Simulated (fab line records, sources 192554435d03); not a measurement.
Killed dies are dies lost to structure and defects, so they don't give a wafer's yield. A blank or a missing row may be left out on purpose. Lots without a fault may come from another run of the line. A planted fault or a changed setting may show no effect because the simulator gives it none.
fab line records | flow n5_finfet
record lots=11 wafers=33 last_day=18
route steps=1938 shown BEOL_M15@1774
lots that met no fault: from a run of the same line without faults
start_h: hours from the record's first day to the start of the lot's first wafer shown | wait_h: hours since the lot's step before | " the same as in the row above | L1.1+2: a row that stands for several wafers | - no value, or no start given | * or withheld: withheld | < > ~ a bound
route shown NAME@n: a module of which the file shows steps, and the number in the route of the first | usual: mean/standard deviation of fault-free wafers | same: alike in all rows | chamber/n: place in a boat | sites: the reading at each site | _std_site: their standard deviation | _edge_site: outer sites' mean less inner sites' | radius_mm: how far each site lies from the wafer's centre | mask NAME#n: copy n | behind: the tool/chamber that last shaped the wafer | hold: why the lot was held/for how many hours/how that ended | device: the transistor (n, p or np) that didn't switch | end of line: the same wafers' tests at the end of the route | a step without rows: its recipe alone | killed: dies lost to structure and defects at the first sort, not the wafer's yield | map: a wafer's dies, x killed, . not, _ none there
set.NAME: the setting as run; set.NAME@STEP: as run at that earlier step | model.NAME: the simulator's own value behind a step, which no gauge read
steps of the route over a sample of lots; a table a step, a row a wafer
services: from which hour (start_h, from the record's first day; less than 0 if before it) a tool's chamber was out of use, for how many hours, and why
## steps
# step N5_BEOL_M15_THK_MEAS_01
# recipe reads=SiO2_of_BEOL_M15_ILD_DEP_00
# usual M15_ILD_THK=1631/21
# columns lot.wafer tool chamber start_h wait_h M15_ILD_THK[nm]
L744.2 film_metro-02 - 246.46 0.1 1589
L744.3 " - " " 1624
L744.4 " - " " 1599
L748.4 film_metro-02 - 278.15 0.0 1647
L748.5 " - " " 1645
L748.6 " - " " 1641
L750.1 film_metro-02 - 289.93 0.1 1604
L750.3 " - " " 1604
L750.4 " - " " 1622
L752.2 film_metro-01 - 290.12 0.1 1640
L752.4 " - " " 1671
L752.5 " - " " 1649
L754.1 film_metro-01 - 298.75 0.1 1628
L754.5 " - " " 1663
L754.6 " - " " 1648
L753.3 film_metro-02 - 307.64 0.1 1643
L753.4 " - " " 1653
L753.5 " - " " 1665
L755.2 film_metro-01 - 312.36 0.1 1608
L755.4 " - " " 1605
L755.5 " - " " 1642
L756.2 film_metro-02 - 333.26 0.1 1618
L756.3 " - " " 1594
L756.6 " - " " 1626
L758.1 film_metro-01 - 346.22 0.2 1641
L758.4 " - " " 1640
L758.5 " - " " 1664
L764.1 film_metro-01 - 376.01 0.1 1577
L764.4 " - " " 1609
L764.5 " - " " 1627
L767.2 film_metro-02 - 410.07 0.1 1635
L767.4 " - " " 1638
L767.5 " - " " 1645
# step N5_BEOL_M15_OVL_MEAS_11
# recipe points_per_wafer=44
# usual V14_OVL=3/4.9
# columns lot.wafer tool chamber start_h wait_h V14_OVL[nm]
L744.2 overlay-02 0 246.80 0.0 12
L744.3 " 0 " " 2
L744.4 " 0 " " 4
L748.4 overlay-02 0 278.48 0.0 2
L748.5 " 0 " " 6
L748.6 " 0 " " 5
L750.1 overlay-01 0 290.41 0.0 3
L750.3 " 0 " " 0
L750.4 " 0 " " 6
L752.2 overlay-02 0 290.58 0.0 2
L752.4 " 0 " " 2
L752.5 " 0 " " 7
L754.1 overlay-02 0 299.09 0.0 8
L754.5 " 0 " " 15
L754.6 " 0 " " 13
L753.3 overlay-01 0 308.13 0.0 6
L753.4 " 0 " " 0
L753.5 " 0 " " 1
L755.2 overlay-01 0 312.83 0.0 4
L755.4 " 0 " " 5
L755.5 " 0 " " -1
L756.2 overlay-01 0 333.60 0.0 6
L756.3 " 0 " " 7
L756.6 " 0 " " 7
L758.1 overlay-01 0 346.68 0.0 -4
L758.4 " 0 " " 4
L758.5 " 0 " " -3
L764.1 overlay-02 0 376.47 0.0 -1
L764.4 " 0 " " -1
L764.5 " 0 " " 1
L767.2 overlay-02 0 410.53 0.0 -1
L767.4 " 0 " " 3
L767.5 " 0 " " 5
# step N5_BEOL_M15_OVL_MEAS_29
# recipe points_per_wafer=44
# usual M15_OVL=1/4.2
# columns lot.wafer tool chamber start_h wait_h M15_OVL[nm]
L744.2 overlay-02 0 248.29 0.0 -1
L744.3 " 0 " " 4
L744.4 " 0 " " -1
L748.4 overlay-02 0 279.94 0.0 2
L748.5 " 0 " " 3
L748.6 " 0 " " -3
L750.1 overlay-02 0 292.00 0.0 -1
L750.3 " 0 " " -2
L750.4 " 0 " " -5
L752.2 overlay-02 0 292.36 0.0 5
L752.4 " 0 " " -2
L752.5 " 0 " " 0
L754.1 overlay-01 0 300.69 0.0 -11
L754.5 " 0 " " -12
L754.6 " 0 " " -7
L753.3 overlay-01 0 309.71 0.0 3
L753.4 " 0 " " -1
L753.5 " 0 " " -5
L755.2 overlay-01 0 314.63 0.0 0
L755.4 " 0 " " 2
L755.5 " 0 " " 1
L756.2 overlay-02 0 335.18 0.0 -1
L756.3 " 0 " " 5
L756.6 " 0 " " 0
L758.1 overlay-01 0 348.33 0.0 2
L758.4 " 0 " " -3
L758.5 " 0 " " 5
L764.1 overlay-01 0 378.09 0.0 2
L764.4 " 0 " " 3
L764.5 " 0 " " 3
L767.2 overlay-02 0 412.01 0.0 3
L767.4 " 0 " " 2
L767.5 " 0 " " 3
# step N5_BEOL_M15_ETCH_61
# recipe chemistry=N2/H2 target=BARC target_depth_a=890 overetch_a=267 time_s=67.9 ion_energy_ev=200 pressure_mtorr=30 source_w=840 bias_w=150 n2_flow_sccm=200 h2_flow_sccm=200
# usual bias_w=150.0/0.43 drypump_motor_current_A=5.9/0.32 oes_product_au=0.69/0.073 rf_fwd_power_W=833.3/3 rf_vpp_V=524.1/1.7 showerhead_plenum_p_Torr=2.55/0.048 throttle_valve_pct=17.84/0.3
# columns lot.wafer tool chamber start_h wait_h bias_w drypump_motor_current_A oes_product_au rf_fwd_power_W rf_hours_counter_h rf_vpp_V showerhead_plenum_p_Torr throttle_valve_pct
L744.2 rie_diel-05 2 248.39 0.0 150.9 5.5 0.69 833.4 82 526.3 2.58 17.80
L744.3 " 0 " " 150.4 6.0 0.73 831.2 62 524.4 2.58 18.00
L744.4 " 3 " " 149.7 6.1 0.59 836.2 241 525.1 2.62 17.96
L748.4 rie_diel-01 2 280.03 0.0 150.4 5.5 0.57 838.5 247 525.7 2.61 18.27
L748.5 " 2 " " 150.0 5.5 0.57 838.3 - 526.5 2.61 18.29
L748.6 " 1 " " 149.7 5.9 0.81 835.1 - 522.8 2.50 17.51
L750.1 rie_diel-01 1 292.11 0.0 149.9 5.9 0.79 831.3 12 522.7 2.50 17.52
L750.3 " 0 " " 150.4 6.3 0.78 836.1 25 524.7 2.59 17.39
L750.4 " 3 " " 149.9 5.8 0.65 837.0 - 521.0 2.44 18.19
L752.2 rie_diel-05 0 292.46 0.0 150.1 6.1 0.71 833.9 78 524.9 2.57 18.02
L752.4 " 2 " " 149.4 5.5 0.67 836.6 - 524.9 2.57 17.83
L752.5 " 1 " " 149.6 5.8 0.71 831.1 - 524.8 2.57 17.47
L754.1 rie_diel-05 3 300.78 0.0 149.5 6.0 0.83 831.3 1 526.4 2.62 17.58
L754.5 " 1 " " 150.4 5.9 0.71 829.4 - 526.4 2.57 17.49
L754.6 " 2 " " 149.5 5.5 0.66 837.1 - 525.1 2.57 17.85
L753.3 rie_diel-05 2 309.81 0.0 150.3 5.5 0.67 837.8 101 524.0 2.57 17.86
L753.4 " 3 " " 150.2 6.0 0.81 830.8 4 527.0 2.61 17.57
L753.5 " 2 " " 149.7 5.5 0.67 840.0 - 524.7 2.57 17.86
L755.2 rie_diel-01 2 314.72 0.0 150.2 5.5 0.85 839.5 2 526.1 2.61 17.84
L755.4 " 1 " " 149.9 5.9 0.77 830.1 - 521.2 2.49 17.56
L755.5 " 3 " " 150.7 5.8 0.64 834.1 - 522.1 2.44 18.22
L756.2 rie_diel-02 2 335.35 0.0 149.9 6.3 0.73 832.3 54 524.8 2.58 17.84
L756.3 " 0 " " 150.2 5.4 0.65 828.5 127 523.2 2.56 17.94
L756.6 " 2 " " 149.9 6.3 0.74 830.7 - 525.3 2.58 17.83
L758.1 rie_diel-02 2 348.42 0.0 150.5 6.3 0.73 835.6 58 524.6 2.57 17.84
L758.4 " 1 " " 149.9 6.4 0.60 832.6 226 523.3 2.51 18.31
L758.5 " 2 " " 150.5 6.3 0.73 836.2 - 525.1 2.57 17.85
L764.1 rie_diel-02 0 378.18 0.0 141.7 5.5 0.64 832.9 140 504.2 2.55 17.95
L764.4 " 1 " " 149.7 6.4 0.59 832.6 235 523.0 2.51 18.34
L764.5 " 1 " " 150.7 6.4 0.59 829.4 - 523.9 2.51 18.34
L767.2 rie_diel-05 1 412.49 0.0 150.6 5.8 0.69 830.4 100 525.1 2.56 17.51
L767.4 " 2 " " 149.3 5.5 0.64 835.2 127 522.9 2.56 17.88
L767.5 " 2 " " 150.2 5.5 0.64 837.4 - 523.5 2.56 17.89
## services
# columns tool chamber start_h hours kind
rie_diel-01 1 233.89 - clean
rie_diel-01 1 233.89 - consumable_replace:focus_ring
rie_diel-01 1 233.89 18.3 scheduled_down
rie_diel-01 1 233.89 18.3 vent_cycle
rie_diel-02 - 275.29 0.6 repair
rie_diel-05 3 281.88 - clean
rie_diel-05 3 281.88 - consumable_replace:focus_ring
rie_diel-05 3 281.88 15.8 scheduled_down
rie_diel-05 3 281.88 15.8 vent_cycle
rie_diel-01 2 290.98 - clean
rie_diel-01 2 290.98 - consumable_replace:focus_ring
rie_diel-01 2 290.98 20.7 scheduled_down
rie_diel-02 - 303.01 0.5 repair
rie_diel-01 0 311.36 5.4 repair
rie_diel-01 - 338.55 0.3 repair
rie_diel-02 2 361.69 4.1 repair
rie_diel-05 - 374.94 0.4 repair
rie_diel-02 3 376.49 1.6 repair
rie_diel-01 1 377.45 5.0 repair
rie_diel-01 3 382.03 6.1 repair
rie_diel-05 - 385.19 14.6 pm
rie_diel-02 3 395.22 12.3 repair
rie_diel-01 2 400.15 2.8 repair
rie_diel-01 - 402.16 1.0 repair
## key
first_sign step=N5_BEOL_M15_ETCH_61 reading=bias_w direction=down sigmas=19 usual=* struck=*
effect step=N5_BEOL_M15_ETCH_61 reading=rf_vpp_V direction=down sigmas=12 usual=524.1 struck=504.2
met_at N5_BEOL_M15_ETCH_61
struck_lots L764
struck_wafers L764.1
not_acting_at N5_BEOL_M15_THK_MEAS_01,N5_BEOL_M15_OVL_MEAS_11,N5_BEOL_M15_OVL_MEAS_29
onset_between 335.35 378.18
fault kind=process_parameter_drift tool=rie_diel-02 chamber=0 onset_h=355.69 steps=N5_BEOL_M15_ETCH_61 channel=bias_w offset=* shape=step end_h=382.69 acts_in=* stated=*
